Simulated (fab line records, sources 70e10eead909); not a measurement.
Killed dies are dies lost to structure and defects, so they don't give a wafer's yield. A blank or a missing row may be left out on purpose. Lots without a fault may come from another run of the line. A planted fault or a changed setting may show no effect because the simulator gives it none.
Chamber matching | flow nand_harc | NHARC_A_M0_ETCH_34 on rie_diel-11: 4 sister chambers
The step etches the open film in N2/H2, target depth 40 nm, overetch 12 nm, time 43.94 s. 24 wafers are shown with their chamber, then 12 later ones without.

WAFERS WITH THEIR CHAMBER
wafer  | chamber | showerhead_plenum_p_Torr (Torr) | drypump_motor_current_A (A) | rf_vpp_V (V)
L077.1 | 2       | 2.06                            | 6.3                         | 431.6
L077.2 | 0       | 2.11                            | 5.1                         | 432.6
L077.3 | 1       | 1.96                            | 5.5                         | 427.6
L076.2 | 1       | 1.96                            | 5.5                         | 428.2
L076.3 | 2       | 2.06                            | 6.2                         | 431.5
L076.5 | 3       | 2.20                            | 6.3                         | 434.7
L079.3 | 3       | 2.20                            | 6.3                         | 436.2
L079.5 | 0       | 2.10                            | 5.1                         | 431.9
L079.6 | 1       | 1.96                            | 5.5                         | 428.2
L080.1 | 0       | 2.10                            | 5.1                         | 432.0
L080.3 | 2       | 2.06                            | 6.3                         | 432.2
L080.6 | 2       | 2.06                            | 6.2                         | 431.1
L082.2 | 1       | 1.96                            | 5.4                         | 428.6
L082.4 | 0       | 2.10                            | 5.1                         | 432.5
L082.6 | 2       | 2.06                            | 6.3                         | 429.6
L085.1 | 1       | 1.96                            | 5.5                         | 427.1
L085.5 | 2       | 2.06                            | 6.2                         | 430.1
L085.6 | 1       | 1.96                            | 5.5                         | 428.5
L085.2 | 3       | 2.20                            | 6.3                         | 437.2
L085.3 | 2       | 2.06                            | 6.2                         | 430.2
L085.4 | 0       | 2.10                            | 5.1                         | 431.9
L090.2 | 2       | 2.06                            | 6.2                         | 432.3
L090.3 | 0       | 2.10                            | 5.1                         | 433.3
L090.4 | 3       | 2.20                            | 6.3                         | 434.4

SIGNATURES (means of the wafers above)
reading                  | chamber 0 | chamber 1 | chamber 2 | chamber 3 | scatter within a chamber
showerhead_plenum_p_Torr | 2.1017    | 1.9600    | 2.0600    | 2.2000    | 0.00204
drypump_motor_current_A  | 5.100     | 5.483     | 6.237     | 6.300     | 0.0368
rf_vpp_V                 | 432.367   | 428.033   | 431.075   | 435.625   | 0.879
Rule: a wafer's distance from a chamber is the root of the sum, over the readings, of the square of ((its reading less the chamber's mean) divided by the reading's scatter). The wafer belongs to the nearest chamber; if the next one is less than 2 further off, it can't be placed. The scatter: the root of (the sum of the squares of (reading less its chamber's mean) over the shown wafers, divided by (wafers less chambers)).

WAFERS WITHOUT THEIR CHAMBER
wafer  | showerhead_plenum_p_Torr (Torr) | drypump_motor_current_A (A) | rf_vpp_V (V)
L092.3 | 2.06                            | 6.3                         | 431.4
L092.5 | 2.10                            | 5.1                         | 432.3
L092.6 | 2.20                            | 6.3                         | 436.8
L096.1 | 2.20                            | 6.3                         | 434.1
L096.2 | 1.95                            | 5.5                         | 427.7
L096.3 | 2.05                            | 6.3                         | 431.5
L096.4 | 2.10                            | 5.1                         | 432.2
L096.5 | 2.06                            | 6.3                         | 432.0
L096.6 | 1.95                            | 5.5                         | 428.2
L097.2 | 2.05                            | 6.3                         | 431.1
L097.4 | 2.10                            | 5.1                         | 432.5
L097.6 | 2.10                            | 5.1                         | 431.9

WHICH CHAMBER EACH WENT THROUGH
wafer  | from the rows above | in truth
L092.3 | 2                   | 2
L092.5 | 0                   | 0
L092.6 | 3                   | 3
L096.1 | 3                   | 3
L096.2 | 1                   | 1
L096.3 | 2                   | 2
L096.4 | 0                   | 0
L096.5 | 2                   | 2
L096.6 | 1                   | 1
L097.2 | 2                   | 2
L097.4 | 0                   | 0
L097.6 | 0                   | 0
Placed correctly: 12 of 12. Can't be placed from these rows: 0. Placed wrongly: 0.
